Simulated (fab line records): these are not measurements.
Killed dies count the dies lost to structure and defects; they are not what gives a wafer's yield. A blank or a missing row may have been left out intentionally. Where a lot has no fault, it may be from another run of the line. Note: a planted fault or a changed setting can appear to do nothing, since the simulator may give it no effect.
fab line records	flow nand_harc
record lots=12	wafers=36	last_day=24
route steps=1159 shown P_M1@306 P_M2@330 END@1159
lots that met no fault: from a run of the same line without faults
start_h: start of the lot's first displayed wafer, in hours after the record's first day	wait_h: how many hours have passed since the lot's step before this one	" the same as in the row above	L1.1+2: a single row standing in for several wafers	- no value, or no start given	* or withheld: withheld	< > ~ a bound
route shown NAME@n: NAME is a module with steps in the file, n the number in the route of the first one	usual: mean and standard deviation over wafers with no fault	same: alike in all rows	chamber/n: place in a boat	sites: readings site by site	_std_site: standard deviation across them	_edge_site: outer sites' mean less inner sites'	radius_mm: how far each site lies from the wafer's centre	mask NAME#n: copy n	behind: tool/chamber where the wafer was last shaped	hold: why the lot was held/for how many hours/how that ended	device: whichever transistor did not switch (one of n, p or np)	end of line: the same wafers' tests at the end of the route	where a step has no rows: the recipe by itself	killed: not the wafer's yield, but the dies lost to structure and defects at the first sort	map: per-die view of a wafer (x killed, . not killed, _ where there is no die)
set.NAME: the run value of the setting; set.NAME@STEP: its run value at that earlier step	model.NAME: the simulator's own value behind a step, which no gauge read
the route's steps for a sample of lots (tables are steps, rows are wafers)
services: when a tool's chamber went out of use (start_h, in hours from the record's first day, below 0 if earlier), for how many hours, and the reason
## steps
# step NHARC_P_M1_PRE_CLEAN_30
# recipe time_s=30	temp_c=280	gas=H2/He
# usual heater_power_w=414/45
lot.wafer	tool	chamber	start_h	wait_h	heater_power_w
L554.2	pvd_sputter-02	-	-	-	406
L554.6	"	-	"	"	402
L554.5	"	-	"	"	400
L553.3	pvd_sputter-03	-	-	-	384
L553.4	"	-	"	"	446
L553.5	"	-	"	"	488
L556.4	pvd_sputter-01	-	-	-	357
L556.3	"	-	"	"	465
L556.5	"	-	"	"	394
L555.3	pvd_sputter-01	-	-	-	366
L555.6	"	-	"	"	373
L555.5	"	-	"	"	467
L557.3	pvd_sputter-03	-	-	-	442
L557.2	"	-	"	"	383
L557.6	"	-	"	"	386
L559.2	pvd_sputter-03	-	-	-	387
L559.1	"	-	"	"	508
L559.6	"	-	"	"	383
L563.1	pvd_sputter-01	-	-	-	389
L563.6	"	-	"	"	475
L563.5	"	-	"	"	386
L564.3	pvd_sputter-02	-	-	-	394
L564.2	"	-	"	"	403
L564.5	"	-	"	"	395
L569.1	pvd_sputter-03	-	-	-	508
L569.6	"	-	"	"	381
L569.5	"	-	"	"	495
L570.4	pvd_sputter-01	-	-	-	399
L570.1	"	-	"	"	386
L570.6	"	-	"	"	473
L574.2	pvd_sputter-03	-	-	-	447
L574.1	"	-	"	"	388
L574.3	"	-	"	"	390
L575.3	pvd_sputter-01	-	-	-	396
L575.2	"	-	"	"	376
L575.5	"	-	"	"	472
# step NHARC_P_M1_PVD_20
# recipe target_thk_a=50	bias_v=168.6	power_w=15000	chamber_pressure_pa=0.12	time_s=8.06	substrate_temp_c=50	material=TaN
# usual throttle_valve_pct=29.8/0.85
lot.wafer	tool	chamber	start_h	wait_h	throttle_valve_pct
L554.2	pvd_sputter-02	-	-	-	31.5
L554.5	"	-	"	"	31.3
L554.6	"	-	"	"	31.2
L553.4	pvd_sputter-03	-	-	-	29.3
L553.3	"	-	"	"	29.0
L553.5	"	-	"	"	29.8
L556.4	pvd_sputter-01	-	-	-	29.6
L556.3	"	-	"	"	29.5
L556.5	"	-	"	"	31.0
L555.3	pvd_sputter-01	-	-	-	30.9
L555.6	"	-	"	"	29.5
L555.5	"	-	"	"	28.7
L557.2	pvd_sputter-03	-	-	-	29.0
L557.3	"	-	"	"	30.5
L557.6	"	-	"	"	29.1
L559.2	pvd_sputter-03	-	-	-	28.9
L559.1	"	-	"	"	30.2
L559.6	"	-	"	"	30.1
L563.1	pvd_sputter-01	-	-	-	29.3
L563.5	"	-	"	"	29.4
L563.6	"	-	"	"	28.3
L564.2	pvd_sputter-02	-	-	-	30.0
L564.3	"	-	"	"	31.5
L564.5	"	-	"	"	31.5
L569.1	pvd_sputter-03	-	-	-	30.2
L569.6	"	-	"	"	30.4
L569.5	"	-	"	"	29.6
L570.4	pvd_sputter-01	-	-	-	29.2
L570.1	"	-	"	"	28.3
L570.6	"	-	"	"	30.8
L574.2	pvd_sputter-03	-	-	-	29.0
L574.3	"	-	"	"	30.1
L574.1	"	-	"	"	29.2
L575.3	pvd_sputter-01	-	-	-	29.3
L575.2	"	-	"	"	28.4
L575.5	"	-	"	"	30.2
# step NHARC_P_M1_INSPECT_27
# usual raw_defect_count=316/130
lot.wafer	tool	chamber	start_h	wait_h	raw_defect_count
L554.2	defect_inspect-02	-	138.21	0.0	381
L554.5	"	-	"	"	413
L554.6	"	-	"	"	239
L553.3	defect_inspect-02	-	138.61	0.0	220
L553.4	"	-	"	"	201
L553.5	"	-	"	"	267
L556.3	defect_inspect-01	-	146.72	0.0	408
L556.4	"	-	"	"	249
L556.5	"	-	"	"	316
L555.3	defect_inspect-01	-	151.35	0.0	227
L555.5	"	-	"	"	234
L555.6	"	-	"	"	206
L557.2	defect_inspect-01	-	152.92	0.0	467
L557.3	"	-	"	"	554
L557.6	"	-	"	"	406
L559.1	defect_inspect-01	-	163.23	0.0	572
L559.2	"	-	"	"	401
L559.6	"	-	"	"	291
L563.1	defect_inspect-02	-	201.39	0.0	158
L563.5	"	-	"	"	327
L563.6	"	-	"	"	214
L564.2	defect_inspect-01	-	201.57	0.0	281
L564.3	"	-	"	"	258
L564.5	"	-	"	"	439
L569.1	defect_inspect-02	-	222.97	0.0	268
L569.5	"	-	"	"	230
L569.6	"	-	"	"	126
L570.1	defect_inspect-02	-	230.50	0.0	141
L570.4	"	-	"	"	164
L570.6	"	-	"	"	186
L574.1	defect_inspect-01	-	248.62	0.0	214
L574.2	"	-	"	"	295
L574.3	"	-	"	"	302
L575.2	defect_inspect-02	-	265.09	0.0	286
L575.3	"	-	"	"	248
L575.5	"	-	"	"	235
# step NHARC_P_M1_DEP_33
# recipe target_thk_a=300	temp_c=370	target_thk_nm=30	pressure_torr=3	flow_sccm=200	rf_w=450	material=SiCN
# usual heater_power_w=610/55
lot.wafer	tool	chamber	start_h	wait_h	heater_power_w
L554.2	pecvd-04	2	138.40	0.1	634
L554.6	"	1	"	"	513
L554.5	"	2	"	"	645
L553.3	pecvd-03	1	138.77	0.1	628
L553.5	"	2	"	"	640
L553.4	"	0	"	"	644
L556.3	pecvd-04	0	146.87	0.1	594
L556.4	"	0	"	"	584
L556.5	"	2	"	"	693
L555.3	pecvd-03	0	151.49	0.1	617
L555.5	"	0	"	"	619
L555.6	"	2	"	"	587
L557.2	pecvd-01	1	153.07	0.1	662
L557.3	"	2	"	"	535
L557.6	"	2	"	"	539
L559.2	pecvd-01	1	163.38	0.1	632
L559.1	"	2	"	"	537
L559.6	"	2	"	"	527
L563.1	pecvd-03	2	201.62	0.1	686
L563.5	"	0	"	"	552
L563.6	"	1	"	"	611
L564.3	pecvd-03	1	201.87	0.1	636
L564.2	"	0	"	"	641
L564.5	"	2	"	"	684
L569.1	pecvd-04	0	223.12	0.1	537
L569.6	"	0	"	"	541
L569.5	"	2	"	"	668
L570.1	pecvd-01	2	230.65	0.1	456
L570.6	"	2	"	"	447
L570.4	"	0	"	"	634
L574.2	pecvd-04	0	248.77	0.1	582
L574.1	"	1	"	"	616
L574.3	"	2	"	"	685
L575.3	pecvd-04	2	265.27	0.1	610
L575.2	"	0	"	"	635
L575.5	"	0	"	"	620
# step NHARC_P_M2_INSPECT_11
# usual raw_defect_count=4.2/2.4
lot.wafer	tool	chamber	start_h	wait_h	raw_defect_count
L554.2	defect_inspect-02	-	139.76	0.0	5
L554.5	"	-	"	"	4
L554.6	"	-	"	"	3
L553.3	defect_inspect-02	-	140.12	0.0	3
L553.4	"	-	"	"	6
L553.5	"	-	"	"	4
L556.3	defect_inspect-01	-	148.12	0.0	3
L556.4	"	-	"	"	4
L556.5	"	-	"	"	1
L555.3	defect_inspect-01	-	152.75	0.0	5
L555.5	"	-	"	"	3
L555.6	"	-	"	"	2
L557.2	defect_inspect-01	-	154.44	0.0	6
L557.3	"	-	"	"	4
L557.6	"	-	"	"	3
L559.1	defect_inspect-02	-	164.75	0.0	2
L559.2	"	-	"	"	2
L559.6	"	-	"	"	1
L563.1	defect_inspect-01	-	203.05	0.0	557
L563.5	"	-	"	"	4
L563.6	"	-	"	"	2
L564.2	defect_inspect-02	-	203.73	0.0	7
L564.3	"	-	"	"	11
L564.5	"	-	"	"	561
L569.1	defect_inspect-01	-	224.48	0.0	7
L569.5	"	-	"	"	4
L569.6	"	-	"	"	4
L570.1	defect_inspect-02	-	232.04	0.0	9
L570.4	"	-	"	"	3
L570.6	"	-	"	"	6
L574.1	defect_inspect-01	-	250.15	0.0	2
L574.2	"	-	"	"	5
L574.3	"	-	"	"	1
L575.2	defect_inspect-02	-	266.62	0.0	1
L575.3	"	-	"	"	4
L575.5	"	-	"	"	2
# step NHARC_END_SORT_01
# recipe temp_c=25
# usual defect_limited_yield=95.8/1.2	killed_at_array=24/7.4	killed_at_other=0.5/0.81	killed_at_periphery=3.4/2.3	killed_dies=28/8	killed_open=3.4/1.8	killed_short=2.0/1.4	sort_bin_2_pct=1.3/0.54	sort_bin_3_pct=0.23/0.2	sort_bin_4_pct=2.7/0.77	sort_n_pass=649/8	sort_rim_yield_pct=94.2/2.7	sort_yield_pct=95.8/1.2
# same gross_dies=677	sort_bin_5_pct[%]=0	sort_bin_6_pct[%]=0	sort_bin_7_pct[%]=0	sort_bin_8_pct[%]=0	sort_rim_n_gross=106.00
lot.wafer	tool	chamber	start_h	wait_h	defect_limited_yield[%]	killed_at_array	killed_at_other	killed_at_periphery	killed_dies	killed_open	killed_short	sort_bin_2_pct[%]	sort_bin_3_pct[%]	sort_bin_4_pct[%]	sort_n_pass	sort_rim_yield_pct[%]	sort_yield_pct[%]
L554.2	prober-02	0	442.93	2.8	96.0	24	0	3	27	5	1	0.9	0.15	3.0	650	95.3	96.0
L554.5	prober-02	0	445.34	3.7	95.6	23	2	5	30	3	0	1.8	0.30	2.4	647	93.4	95.6
L554.6	prober-02	0	446.14	4.0	96.3	21	2	2	25	5	0	1.0	0	2.7	652	98.1	96.3
L553.3	prober-02	0	451.47	3.1	95.9	25	0	3	28	3	2	0.4	0.30	3.4	649	97.2	95.9
L553.4	prober-02	0	452.26	3.4	96.3	20	0	5	25	5	2	0.6	0.30	2.8	652	92.5	96.3
L553.5	prober-02	0	453.05	3.6	94.7	32	0	4	36	7	1	1.3	0	4.0	641	92.5	94.7
L557.2	prober-02	0	458.46	2.8	96.5	21	0	3	24	2	2	0.6	0	3.0	653	91.5	96.5
L557.3	prober-02	0	459.26	3.1	96.0	23	0	4	27	4	1	0.7	0.15	3.1	650	90.6	96.0
L557.6	prober-02	0	461.65	4.0	97.6	14	0	2	16	3	1	0.4	0	1.9	661	94.3	97.6
L556.3	prober-01	0	459.32	3.1	97.0	20	0	0	20	3	2	0.7	0.30	1.9	657	94.3	97.0
L556.4	prober-01	0	460.13	3.4	97.2	18	1	0	19	4	0	0.7	0.15	1.9	658	93.4	97.2
L556.5	prober-01	0	460.93	3.7	96.8	20	1	1	22	2	1	1.3	0	1.9	655	93.4	96.8
L555.3	prober-01	0	467.17	3.1	97.2	17	0	2	19	4	4	1.2	0.15	1.5	658	97.2	97.2
L555.5	prober-01	0	468.76	3.7	96.3	20	2	3	25	4	3	1.3	0.15	2.2	652	96.2	96.3
L555.6	prober-01	0	469.55	4.0	98.2	11	1	0	12	1	1	0.7	0	1.0	665	98.1	98.2
L559.1	prober-02	0	475.28	2.5	94.5	33	0	4	37	6	1	1.9	0.15	3.4	640	89.6	94.5
L559.2	prober-02	0	476.06	2.8	96.2	25	0	1	26	3	2	1.0	0	2.8	651	93.4	96.2
L559.6	prober-02	0	479.21	3.9	97.5	16	0	1	17	2	2	0.7	0.44	1.3	660	93.4	97.5
L564.2	prober-02	0	517.92	2.8	96.6	17	1	5	23	2	1	0.9	0.15	2.4	654	98.1	96.6
L564.3	prober-02	0	518.70	3.1	96.5	15	0	9	24	5	1	1.5	0.30	1.8	653	97.2	96.5
L564.5	prober-02	0	520.26	3.6	84.6	18	2	84	104	3	4	7.1	3.69	4.6	573	96.2	84.6
L563.1	prober-02	0	524.86	2.5	84.5	14	1	90	105	3	1	7.2	3.55	4.7	572	93.4	84.5
L563.5	prober-02	0	528.07	3.7	97.5	16	0	1	17	2	2	0.7	0	1.8	660	95.3	97.5
L563.6	prober-02	0	528.87	4.0	96.9	20	0	1	21	0	2	0.4	0.44	2.2	656	94.3	96.9
L569.1	prober-01	0	538.29	2.5	94.5	30	2	5	37	5	5	1.8	0.44	3.2	640	94.3	94.5
L569.5	prober-01	0	541.47	3.7	96.0	24	1	2	27	3	1	0.7	0.15	3.1	650	92.5	96.0
L569.6	prober-01	0	542.27	4.0	95.9	26	0	2	28	1	1	1.0	0.44	2.7	649	93.4	95.9
L570.1	prober-02	0	555.78	2.5	96.8	15	1	6	22	2	2	0.4	0	2.8	655	95.3	96.8
L570.4	prober-02	0	558.21	3.4	95.3	26	3	3	32	3	2	1.0	0.30	3.4	645	96.2	95.3
L570.6	prober-02	0	559.83	4.0	94.4	32	0	6	38	3	1	1.6	0.15	3.8	639	90.6	94.4
L574.1	prober-02	0	563.62	2.5	95.7	27	1	1	29	4	1	1.2	0.15	3.0	648	90.6	95.7
L574.2	prober-02	0	564.41	2.8	92.3	47	0	5	52	5	3	2.7	1.18	3.8	625	85.8	92.3
L574.3	prober-02	0	565.21	3.1	94.5	32	1	4	37	6	3	2.1	0.30	3.1	640	93.4	94.5
L575.2	prober-02	0	579.44	2.8	95.7	28	0	1	29	1	4	1.8	0.44	2.1	648	94.3	95.7
L575.3	prober-02	0	580.24	3.1	94.2	34	0	5	39	2	6	2.2	0.44	3.1	638	94.3	94.2
L575.5	prober-02	0	581.84	3.7	93.8	39	0	3	42	4	6	2.8	0.59	2.8	635	89.6	93.8
# killed by level:class
L554.2 A_SLIT:chamber_film_flake=8 A_CONTACT:chamber_film_flake=6 A_WL_FILL:chamber_film_flake=2 P_GATE:geometric_particle:open=1 P_CONTACT:geometric_particle:open=1 A_CHANNEL_FILL_D1:geometric_particle:short=1 A_CHANNEL_FILL_D1:geometric_particle:open=1 A_CONTACT:geometric_particle:open=1
L554.5 A_SLIT:chamber_film_flake=9 P_ZERO_WELL:chamber_film_flake=4 A_CONTACT:chamber_film_flake=4 A_WL_FILL:chamber_film_flake=3 A_ZERO_WELL:chamber_film_flake=2 A_CHANNEL_HOLE_D1:chamber_film_flake=2 P_CONTACT:geometric_particle:open=1 A_CHANNEL_HOLE_D1:geometric_particle:open=1
L554.6 A_SLIT:chamber_film_flake=8 A_WL_FILL:chamber_film_flake=3 A_CHANNEL_HOLE_D1:chamber_film_flake=2 A_STAIRCASE:chamber_film_flake=2 A_CONTACT:chamber_film_flake=2 P_GATE:geometric_particle:open=1 A_CHANNEL_HOLE_D1:geometric_particle:open=1 A_CONTACT:geometric_particle:open=1
L553.3 A_CHANNEL_HOLE_D1:chamber_film_flake=10 A_CONTACT:chamber_film_flake=6 A_SLIT:chamber_film_flake=5 P_CONTACT:geometric_particle:open=1 A_CHANNEL_FILL_D1:geometric_particle:short=1 A_SGD_CUT:geometric_particle:open=1 A_CONTACT:geometric_particle:open=1 A_M1:geometric_particle:short=1
L553.4 A_CHANNEL_HOLE_D1:chamber_film_flake=9 A_CONTACT:chamber_film_flake=4 A_SLIT:chamber_film_flake=3 P_STI:geometric_particle:open=1 P_GATE:geometric_particle:open=1 P_CONTACT:geometric_particle:open=1 P_M2:geometric_particle:open=1 A_CHANNEL_FILL_D1:geometric_particle:short=1
L553.5 A_SLIT:chamber_film_flake=11 A_CHANNEL_HOLE_D1:chamber_film_flake=8 A_CONTACT:chamber_film_flake=5 A_CONTACT:geometric_particle:open=2 P_CONTACT:geometric_particle:open=1 P_M0:geometric_particle:open=1 A_CHANNEL_FILL_D1:geometric_particle:short=1 A_CHANNEL_FILL_D1:geometric_particle:open=1
L557.2 A_SGD_CUT:chamber_film_flake=6 A_CHANNEL_HOLE_D1:chamber_film_flake=3 A_SLIT:chamber_film_flake=3 A_CONTACT:chamber_film_flake=3 P_ZERO_WELL:chamber_film_flake=2 A_SOURCE_PLATE:geometric_particle:open=1 A_CHANNEL_FILL_D1:geometric_particle:open=1 A_WL_FILL:geometric_particle:short=1
L557.3 A_SLIT:chamber_film_flake=10 A_CONTACT:chamber_film_flake=5 A_CHANNEL_FILL_D1:geometric_particle:open=2 P_ZERO_WELL:chamber_film_flake=2 A_CHANNEL_HOLE_D1:chamber_film_flake=2 P_M0:geometric_particle:open=1 A_WL_FILL:geometric_particle:open=1 A_CONTACT:geometric_particle:short=1
L556.3 A_CHANNEL_HOLE_D1:chamber_film_flake=7 A_CONTACT:chamber_film_flake=5 A_CONTACT:geometric_particle:open=2 A_STAIRCASE:chamber_film_flake=2 A_CHANNEL_FILL_D1:geometric_particle:open=1 A_CHANNEL_FILL_D1:geometric_particle:short=1 A_STAIRCASE:geometric_particle:short=1 A_CHANNEL_FILL_D1:chamber_film_flake=1
L556.4 A_CHANNEL_HOLE_D1:chamber_film_flake=5 A_CONTACT:chamber_film_flake=5 A_CONTACT:geometric_particle:open=2 A_SGD_CUT:geometric_particle:open=1 A_BLC:geometric_particle:open=1 A_ZERO_WELL:chamber_film_flake=1 A_STAIRCASE:chamber_film_flake=1 A_SLIT:chamber_film_flake=1
L556.5 A_CONTACT:chamber_film_flake=9 A_CHANNEL_HOLE_D1:chamber_film_flake=8 P_GATE:geometric_particle:open=1 A_ONON_D1:geometric_particle:short=1 A_CONTACT:geometric_particle:open=1 A_ZERO_WELL:chamber_film_flake=1 THIN_TSV:chamber_film_flake=1
L557.6 A_SLIT:chamber_film_flake=5 A_STAIRCASE:chamber_film_flake=2 A_CONTACT:chamber_film_flake=2 P_M0:geometric_particle:open=1 A_SOURCE_PLATE:geometric_particle:open=1 A_WL_FILL:geometric_particle:short=1 A_CONTACT:geometric_particle:open=1 P_GATE:chamber_film_flake=1
L555.3 A_SGD_CUT:chamber_film_flake=4 A_CONTACT:chamber_film_flake=4 A_CHANNEL_FILL_D1:geometric_particle:open=2 A_CHANNEL_FILL_D1:geometric_particle:short=2 P_GATE:geometric_particle:short=1 P_M0:geometric_particle:short=1 A_WL_FILL:geometric_particle:open=1 A_CONTACT:geometric_particle:open=1
L555.5 A_CHANNEL_HOLE_D1:chamber_film_flake=3 A_SGD_CUT:chamber_film_flake=3 A_SLIT:chamber_film_flake=3 A_CONTACT:chamber_film_flake=3 A_BONDPAD:chamber_film_flake=3 P_CONTACT:geometric_particle:open=1 P_M0:geometric_particle:short=1 A_CHANNEL_FILL_D1:geometric_particle:short=1
L555.6 A_STAIRCASE:chamber_film_flake=3 A_CONTACT:chamber_film_flake=3 A_BLC:geometric_particle:short=1 STARTING-WAFER:geometric_particle:open=1 A_CHANNEL_HOLE_D1:chamber_film_flake=1 A_CHANNEL_FILL_D1:chamber_film_flake=1 A_SGD_CUT:chamber_film_flake=1 A_WL_FILL:chamber_film_flake=1
L559.1 A_CHANNEL_HOLE_D1:chamber_film_flake=15 A_SLIT:chamber_film_flake=11 A_STAIRCASE:chamber_film_flake=4 P_CONTACT:geometric_particle:open=2 P_M0:geometric_particle:open=1 P_M2:geometric_particle:open=1 A_CHANNEL_HOLE_D1:geometric_particle:open=1 A_SGD_CUT:geometric_particle:short=1
L559.2 A_CHANNEL_HOLE_D1:chamber_film_flake=9 A_SLIT:chamber_film_flake=8 A_STAIRCASE:chamber_film_flake=2 A_CONTACT:chamber_film_flake=2 P_CONTACT:geometric_particle:open=1 A_CHANNEL_FILL_D1:geometric_particle:short=1 A_CHANNEL_FILL_D1:geometric_particle:open=1 A_CONTACT:geometric_particle:short=1
L559.6 A_SLIT:chamber_film_flake=7 A_CHANNEL_HOLE_D1:chamber_film_flake=5 P_M1:geometric_particle:short=1 A_SGD_CUT:geometric_particle:short=1 A_CONTACT:geometric_particle:open=1 A_M0:geometric_particle:open=1 A_CONTACT:chamber_film_flake=1
L564.2 A_WL_FILL:chamber_film_flake=5 P_ZERO_WELL:chamber_film_flake=4 A_CHANNEL_HOLE_D1:chamber_film_flake=4 A_STAIRCASE:chamber_film_flake=2 A_CONTACT:chamber_film_flake=2 A_ONON_D1:geometric_particle:open=1 A_WL_FILL:geometric_particle:short=1 A_BLC:geometric_particle:open=1
L564.3 P_ZERO_WELL:chamber_film_flake=5 A_CHANNEL_HOLE_D1:chamber_film_flake=5 A_WL_FILL:chamber_film_flake=3 P_M1:chamber_film_flake=2 A_STAIRCASE:chamber_film_flake=2 P_CONTACT:geometric_particle:open=1 A_ONON_D1:geometric_particle:open=1 A_CHANNEL_FILL_D1:geometric_particle:open=1
L564.5 P_M1:unspecified=81 A_CHANNEL_HOLE_D1:chamber_film_flake=4 A_STAIRCASE:chamber_film_flake=4 P_ZERO_WELL:chamber_film_flake=3 A_WL_FILL:chamber_film_flake=3 A_CONTACT:geometric_particle:open=2 A_STAIRCASE:geometric_particle:short=1 A_SGD_CUT:geometric_particle:short=1
L563.1 P_M1:unspecified=90 A_CHANNEL_HOLE_D1:chamber_film_flake=6 A_STAIRCASE:chamber_film_flake=3 A_M0:geometric_particle:open=2 A_CONTACT:chamber_film_flake=2 A_CONTACT:geometric_particle:open=1 STARTING-WAFER:geometric_particle:short=1
L563.5 A_CHANNEL_HOLE_D1:chamber_film_flake=9 A_STAIRCASE:chamber_film_flake=3 A_WL_FILL:geometric_particle:short=2 A_CHANNEL_FILL_D1:geometric_particle:open=1 A_M1:geometric_particle:open=1 P_ZERO_WELL:chamber_film_flake=1
L563.6 A_CHANNEL_HOLE_D1:chamber_film_flake=9 A_STAIRCASE:chamber_film_flake=6 A_CONTACT:chamber_film_flake=2 A_CHANNEL_FILL_D1:geometric_particle:short=1 A_M0:geometric_particle:short=1 P_M2:chamber_film_flake=1 A_ZERO_WELL:chamber_film_flake=1
L569.1 A_CHANNEL_HOLE_D1:chamber_film_flake=17 A_CONTACT:chamber_film_flake=4 P_GATE:geometric_particle:open=2 A_ONON_D1:geometric_particle:short=2 P_ZERO_WELL:chamber_film_flake=2 A_CHANNEL_HOLE_D1:geometric_particle:open=1 A_CHANNEL_FILL_D1:geometric_particle:short=1 A_STAIRCASE:geometric_particle:open=1
L569.5 A_CHANNEL_HOLE_D1:chamber_film_flake=10 A_CONTACT:chamber_film_flake=5 A_STAIRCASE:chamber_film_flake=3 A_M0:geometric_particle:open=2 P_STI:chamber_film_flake=2 A_ONON_D1:geometric_particle:open=1 A_CONTACT:geometric_particle:short=1 A_ZERO_WELL:chamber_film_flake=1
L569.6 A_CHANNEL_HOLE_D1:chamber_film_flake=15 A_CONTACT:chamber_film_flake=4 P_STI:chamber_film_flake=2 A_SGD_CUT:chamber_film_flake=2 A_ONON_D1:geometric_particle:open=1 A_WL_FILL:geometric_particle:short=1 A_STAIRCASE:chamber_film_flake=1 A_BLC:chamber_film_flake=1
L570.1 A_CHANNEL_HOLE_D1:chamber_film_flake=8 P_GATE:chamber_film_flake=5 A_CONTACT:chamber_film_flake=2 A_STAIRCASE:chamber_film_flake=2 P_M2:geometric_particle:open=1 A_ONON_D1:geometric_particle:open=1 A_ONON_D1:geometric_particle:short=1 A_SLIT:geometric_particle:short=1
L570.4 A_CHANNEL_HOLE_D1:chamber_film_flake=8 A_CONTACT:chamber_film_flake=6 A_STAIRCASE:chamber_film_flake=5 THIN_TSV:chamber_film_flake=3 P_GATE:chamber_film_flake=2 P_CONTACT:geometric_particle:open=1 A_ONON_D1:geometric_particle:open=1 A_SGD_CUT:geometric_particle:short=1
L570.6 A_CHANNEL_HOLE_D1:chamber_film_flake=14 A_CONTACT:chamber_film_flake=9 P_GATE:chamber_film_flake=3 A_STAIRCASE:chamber_film_flake=3 A_SLIT:chamber_film_flake=2 P_M0:geometric_particle:open=1 A_WL_FILL:geometric_particle:short=1 A_CONTACT:geometric_particle:open=1
L574.1 A_CHANNEL_HOLE_D1:chamber_film_flake=10 A_STAIRCASE:chamber_film_flake=7 A_CONTACT:chamber_film_flake=5 P_CONTACT:geometric_particle:open=1 A_SGD_CUT:geometric_particle:short=1 A_SGD_CUT:geometric_particle:open=1 A_BLC:geometric_particle:open=1 A_M1:geometric_particle:open=1
L574.2 A_CHANNEL_HOLE_D1:chamber_film_flake=20 A_CONTACT:chamber_film_flake=11 A_STAIRCASE:chamber_film_flake=7 A_CONTACT:geometric_particle:open=2 A_SLIT:chamber_film_flake=2 P_M1:geometric_particle:open=1 P_M2:geometric_particle:open=1 A_ONON_D1:geometric_particle:short=1
L574.3 A_CHANNEL_HOLE_D1:chamber_film_flake=13 A_CONTACT:chamber_film_flake=8 A_STAIRCASE:chamber_film_flake=4 A_WL_FILL:geometric_particle:short=2 P_CONTACT:geometric_particle:open=1 P_M0:geometric_particle:open=1 P_M2:geometric_particle:open=1 A_SOURCE_PLATE:geometric_particle:open=1
L575.2 A_SLIT:chamber_film_flake=10 A_CHANNEL_HOLE_D1:chamber_film_flake=6 A_CONTACT:chamber_film_flake=4 A_WL_FILL:geometric_particle:short=2 A_STAIRCASE:chamber_film_flake=2 A_CHANNEL_FILL_D1:geometric_particle:short=1 A_CONTACT:geometric_particle:short=1 A_BLC:geometric_particle:open=1
L575.3 A_SLIT:chamber_film_flake=19 A_CHANNEL_HOLE_D1:chamber_film_flake=4 A_CONTACT:chamber_film_flake=4 P_GATE:geometric_particle:short=2 A_ZERO_WELL:chamber_film_flake=2 P_CONTACT:geometric_particle:short=1 A_SOURCE_PLATE:geometric_particle:open=1 A_ONON_D1:geometric_particle:short=1
L575.5 A_SLIT:chamber_film_flake=16 A_CHANNEL_HOLE_D1:chamber_film_flake=10 A_CONTACT:chamber_film_flake=3 A_CHANNEL_HOLE_D1:geometric_particle:short=2 A_STAIRCASE:chamber_film_flake=2 P_STI:geometric_particle:open=1 P_CONTACT:geometric_particle:open=1 P_M1:geometric_particle:open=1
## services
tool	chamber	start_h	hours	kind
pecvd-03	0	124.24	-	clean
pecvd-03	1	124.24	-	clean
pecvd-03	2	124.24	-	clean
pvd_sputter-02	-	129.72	3.8	repair
pecvd-04	2	139.24	6.8	repair
pecvd-03	2	156.12	5.9	repair
pvd_sputter-01	-	158.00	10.0	pm
pecvd-01	0	177.41	8.9	repair
pecvd-04	-	195.32	13.0	pm
pecvd-04	0	195.32	13.0	vent_cycle
pecvd-04	1	195.32	13.0	vent_cycle
pecvd-04	2	195.32	13.0	vent_cycle
pecvd-01	1	200.39	13.5	repair
pvd_sputter-03	-	202.88	5.0	repair
pecvd-04	0	208.32	-	clean
pecvd-04	1	208.32	-	clean
pecvd-04	2	208.32	-	clean
pvd_sputter-02	-	214.04	10.0	pm
pecvd-01	-	237.18	13.0	pm
pecvd-01	0	237.18	13.0	vent_cycle
pecvd-01	1	237.18	13.0	vent_cycle
pecvd-01	2	237.18	13.0	vent_cycle
pecvd-03	0	255.90	2.6	repair
pecvd-01	-	257.37	2.0	repair
## key
first_sign step=NHARC_P_M2_INSPECT_11	reading=raw_defect_count	direction=up	sigmas=99+	usual=4.2	struck=559
effect step=NHARC_END_SORT_01	reading=killed_at_periphery	direction=up	sigmas=36	usual=3.4	struck=87
more_kills_born_at NHARC_P_M1_DEP_33@pecvd-03=171
met_at NHARC_P_M1_DEP_33
struck_lots L563,L564
struck_wafers L563.1,L564.5
not_acting_at NHARC_P_M1_PRE_CLEAN_30,NHARC_P_M1_PVD_20,NHARC_P_M1_INSPECT_27
fault kind=chamber_particle_source	tool=pecvd-03	chamber=2	onset_h=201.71	steps=NHARC_P_M1_DEP_33	rate_per_visit_cm2=0.92727	end_h=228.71
